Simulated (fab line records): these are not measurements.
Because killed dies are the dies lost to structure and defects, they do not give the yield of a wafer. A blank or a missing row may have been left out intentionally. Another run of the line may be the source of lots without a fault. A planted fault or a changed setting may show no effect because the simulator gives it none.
Check for tools in common ; flow nand_harc ; Lots sampled 3, wafers sampled 9

== WHY THIS WAS OPENED ==
At NHARC_END_SORT_01 the reading killed_at_array is flagged on 3 of 3 lots. Wafers without a fault read 27, standard deviation 11.
Rule: a lot gets a flag if all its wafers with a number sit over 4 standard deviations from that mean, or if no wafer of it has a number. As for the other lots, they are considered sound.

lot;measured;on;killed_at_array, wafer by wafer;flag
L130;day 23 22:05;prober-02;643 662 659;FLAGGED
L132;day 24 14:32;prober-02;648 657 662;FLAGGED
L134;day 25 01:40;prober-01;663 655 669;FLAGGED
The mean of the flagged lots' numbers is 658, +631 from the usual (+57 standard deviations).

== WHICH TOOL EACH LOT WENT THROUGH ==
Before the reading, the record contains 3 process steps out of a 1159-step route. In each cell: the tool, then ch and the chambers that the sampled wafers went through, then the start.
lot;flag;NHARC_A_CHANNEL_HOLE_D1_DEP_00;NHARC_THIN_TSV_ETCH_44;NHARC_THIN_TSV_ANNEAL_52
L130;FLAGGED;acl_dep-02 ch 0, day 12 17:34;no row;no row
L132;FLAGGED;acl_dep-02 ch 0, day 13 03:25;no row;no row
L134;FLAGGED;acl_dep-02 ch 0, day 13 05:40;no row;no row
What these steps do:
- NHARC_A_CHANNEL_HOLE_D1_DEP_00: deposits aC, target thk 3100 nm.
- NHARC_THIN_TSV_ETCH_44: etches the open film in CF4/O2, target depth 1594.2 nm, time 797.1 s.
- NHARC_THIN_TSV_ANNEAL_52: time 90 s.
- NHARC_END_SORT_01

== FLAGGED AGAINST TOTAL, ONE TOOL AT A TIME (gauges that did the reading follow at the end) ==
step;tool;lots run;flagged;share of the flagged lots;sound lots run after its first flagged lot
NHARC_A_CHANNEL_HOLE_D1_DEP_00;acl_dep-02;3;3;all;0
NHARC_END_SORT_01;prober-01;1;1;some;0
NHARC_END_SORT_01;prober-02;2;2;some;0

== WHAT IS ALLOWED BY THE TABLE ==
1 row of the table ran every flagged lot: acl_dep-02 at NHARC_A_CHANNEL_HOLE_D1_DEP_00.
- acl_dep-02 at NHARC_A_CHANNEL_HOLE_D1_DEP_00: 3 of its 3 lots flagged. With no sound lot run before its first flagged lot in this sample, there is nothing to narrow down the start.
One tool is left: acl_dep-02 at NHARC_A_CHANNEL_HOLE_D1_DEP_00.

== WHAT THE SIMULATOR HAD PUT IN ==
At NHARC_A_CHANNEL_HOLE_D1_DEP_00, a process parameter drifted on acl_dep-02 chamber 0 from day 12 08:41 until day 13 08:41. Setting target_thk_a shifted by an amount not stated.
Struck lots among those shown: L130, L132, L134. The rule above found the same.
